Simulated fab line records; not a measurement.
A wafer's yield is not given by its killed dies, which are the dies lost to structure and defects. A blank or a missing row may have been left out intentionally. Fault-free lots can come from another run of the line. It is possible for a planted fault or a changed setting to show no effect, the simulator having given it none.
Chamber matching    flow n5Finfet    N5_BEOL_M11_ETCH_62 on rieDiel-06: 4 sister chambers
The step etches SOC in N2/H2, target depth 110 nm, overetch 22 nm, time 165 s. 4 wafers are shown with their chamber, then 10 later ones without.

WAFERS, EACH WITH ITS CHAMBER
wafer   chamber  showerheadPlenumPTorr (Torr)
L080.6  0        2.60
L086.1  1        2.65
L089.1  3        2.46
L089.4  2        2.69

WAFERS WITH NO CHAMBER GIVEN
wafer   showerheadPlenumPTorr (Torr)
L089.5  2.46
L087.1  2.69
L087.5  2.46
L087.6  2.59
L097.3  2.45
L097.5  2.45
L097.6  2.68
L091.3  2.68
L091.4  2.58
L091.5  2.45

CHAMBER TAKEN BY EACH
wafer   from the rows above  in truth
L089.5  3                    3
L087.1  2                    2
L087.5  3                    3
L087.6  0                    0
L097.3  3                    3
L097.5  3                    3
L097.6  2                    2
L091.3  2                    2
L091.4  0                    0
L091.5  3                    3
Correctly placed: 10 of 10. Number that these rows cannot place: 0. Placed wrongly: 0.
How it was worked out, from the rows above alone: a wafer's distance from a chamber is the root of the sum, over the readings, of the square of ((its reading less the chamber's mean) divided by the reading's scatter). The wafer belongs to the nearest chamber; if the next one is less than 2 further off, it can't be placed. For every chamber, the mean is computed from those of its wafers that are shown. The scatter: root of mean squared gap, hidden wafer to nearest shown wafer, with one shown wafer a chamber.
